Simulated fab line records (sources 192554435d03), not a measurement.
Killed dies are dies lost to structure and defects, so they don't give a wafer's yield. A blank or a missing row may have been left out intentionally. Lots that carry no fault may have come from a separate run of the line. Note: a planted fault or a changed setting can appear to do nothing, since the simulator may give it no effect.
Matching of chambers | flow n5 finfet | N5_BEOL_M7_ETCH_65 on rie diel-01: 4 sister chambers
The step etches SiARC in CF4, target depth 15.6 nm, time 26 s. 4 wafers are shown with their chamber, then 10 later ones without.

== WAFERS PAIRED WITH THEIR CHAMBERS ==
wafer  | chamber | showerhead plenum p Torr (Torr)
L082.1 | 3       | 2.05
L082.2 | 1       | 2.18
L085.2 | 0       | 2.18
L085.4 | 2       | 2.12

== WAFERS MISSING THEIR CHAMBER ==
wafer  | showerhead plenum p Torr (Torr)
L085.5 | 2.05
L087.3 | 2.18
L087.4 | 2.17
L087.5 | 2.05
L090.2 | 2.12
L090.5 | 2.12
L090.6 | 2.04
L093.2 | 2.12
L093.4 | 2.04
L093.5 | 2.04

== THE CHAMBER EACH PASSED THROUGH ==
wafer  | from the rows above     | in truth
L085.5 | 3                       | 3
L087.3 | can't be placed: 0 or 1 | 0
L087.4 | can't be placed: 0 or 1 | 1
L087.5 | 3                       | 3
L090.2 | 2                       | 2
L090.5 | 2                       | 2
L090.6 | 3                       | 3
L093.2 | 2                       | 2
L093.4 | 3                       | 3
L093.5 | 3                       | 3
Correct placement for 8 of the 10. These rows do not allow placing 2 (true chamber among the candidates in 2). Wrongly placed: 0.
How it was worked out, from the rows above alone: a wafer's distance from a chamber is the root of the sum, over the readings, of the square of ((its reading less the chamber's mean) divided by the reading's scatter). If the next closest chamber is less than 2 further off than the closest, the wafer can't be placed; otherwise it belongs to the closest. Each chamber's mean is taken over the wafers shown for it. The scatter: with one shown wafer a chamber, the root of the mean of the squares of how far each hidden wafer lies from its nearest shown one.
